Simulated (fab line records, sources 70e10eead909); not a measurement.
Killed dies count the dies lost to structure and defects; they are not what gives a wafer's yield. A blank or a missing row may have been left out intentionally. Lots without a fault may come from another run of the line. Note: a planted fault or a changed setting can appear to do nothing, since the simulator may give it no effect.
Check of tool commonality	flow nand harc	36 wafers sampled across 12 lots

== THE REASON FOR OPENING IT ==
At NHARC_A_ONON_D1_INSPECT_32 the reading raw defect count is flagged on 2 of 12 lots. No-fault wafers: 71, standard deviation 23.
Rule: flag the lot when none of its wafers has a number, or when each of its wafers that has one lies beyond 4 standard deviations from that mean. All remaining lots are regarded as sound.

lot	measured	on	raw defect count, wafer by wafer	flag
L772	day 8 06:49	defect inspect-01	38 93 68	
L774	day 9 01:45	defect inspect-02	78 89 55	
L773	day 9 01:47	defect inspect-01	82 66 81	
L775	day 9 10:30	defect inspect-02	29 59 46	
L777	day 10 08:41	defect inspect-01	64 47 75	
L778	day 10 18:15	defect inspect-01	50 50 96	
L780	day 11 08:07	defect inspect-01	59 103 69	
L779	day 11 08:15	defect inspect-02	54 69 72	
L784	day 13 00:26	defect inspect-01	76 21 40	
L785	day 14 00:43	defect inspect-01	78 45 86	
L792	day 16 13:10	defect inspect-01	480 468 405	FLAGGED
L795	day 17 17:10	defect inspect-02	445 467 466	FLAGGED
On average the flagged lots' numbers are 455, which is +384 against the usual, or +17 standard deviations.

== EACH LOT AND THE TOOL IT RAN ON ==
2 process steps preceding the reading are held in the record, out of 1302 steps in the route. Each cell gives the tool, then ch followed by the chambers the sampled wafers passed through, then the start.
lot	flag	NHARC_A_ZERO_WELL_ETCH_13	NHARC_A_ONON_D1_DEP_33
L772		rie si-04 ch 1,2, day 6 20:30	pecvd-01 ch 0,2, day 8 06:25
L774		rie si-04 ch 0,1, day 7 10:45	pecvd-01 ch 0,1, day 9 01:16
L773		rie si-05 ch 1,2, day 7 11:25	pecvd-04 ch 0,2, day 9 01:23
L775		rie si-06 ch 1,2, day 7 22:22	pecvd-01 ch 0,1, day 9 10:03
L777		rie si-04 ch 0,1,3, day 8 22:11	pecvd-04 ch 0,2, day 10 08:13
L778		rie si-04 ch 0,2,3, day 9 05:35	pecvd-04 ch 0,1,2, day 10 17:45
L780		rie si-04 ch 0,2,3, day 9 22:09	pecvd-04 ch 1,2, day 11 07:40
L779		rie si-06 ch 0,1,2, day 9 21:03	pecvd-02 ch 0,1, day 11 07:46
L784		rie si-04 ch 2,3, day 11 13:32	pecvd-02 ch 1,2, day 12 23:58
L785		rie si-05 ch 0,1,2, day 12 02:49	pecvd-02 ch 0,1,2, day 14 00:13
L792	FLAGGED	rie si-06 ch 1,2,3, day 15 02:53	pecvd-02 ch 0,1,2, day 16 12:41
L795	FLAGGED	rie si-04 ch 0,1,3, day 16 06:47	pecvd-02 ch 1,2, day 17 16:42
What is done by these steps:
- NHARC_A_ZERO_WELL_ETCH_13: etches the open film in HBr/Cl2, target depth 120 nm, time 40.1 s.
- NHARC_A_ONON_D1_DEP_33: deposits SiO2, target thk 200 nm.
- NHARC_A_ONON_D1_INSPECT_32

== FLAGGED OVER TOTAL, TOOL BY TOOL (the gauges that took the reading come last) ==
step	tool	lots run	flagged	share of the flagged lots	sound lots run after its first flagged lot
NHARC_A_ZERO_WELL_ETCH_13	rie si-04	7	1	some	0
NHARC_A_ZERO_WELL_ETCH_13	rie si-05	2	0	none	-
NHARC_A_ZERO_WELL_ETCH_13	rie si-06	3	1	some	0
NHARC_A_ONON_D1_DEP_33	pecvd-01	3	0	none	-
NHARC_A_ONON_D1_DEP_33	pecvd-02	5	2	all	0
NHARC_A_ONON_D1_DEP_33	pecvd-04	4	0	none	-
NHARC_A_ONON_D1_INSPECT_32	defect inspect-01	8	1	some	0
NHARC_A_ONON_D1_INSPECT_32	defect inspect-02	4	1	some	0

== WHAT THE TABLE ALLOWS ==
In the table, 1 row covers all flagged lots: pecvd-02 at NHARC_A_ONON_D1_DEP_33.
- pecvd-02 at NHARC_A_ONON_D1_DEP_33 ran 5 lots, 2 of them flagged. A fault beginning between L785 (day 14 00:13), its last sound lot, and L792 (day 16 12:41), its first flagged one, fits the data.
One tool is left: pecvd-02 at NHARC_A_ONON_D1_DEP_33.

== WHAT THE SIMULATOR HAD PUT IN ==
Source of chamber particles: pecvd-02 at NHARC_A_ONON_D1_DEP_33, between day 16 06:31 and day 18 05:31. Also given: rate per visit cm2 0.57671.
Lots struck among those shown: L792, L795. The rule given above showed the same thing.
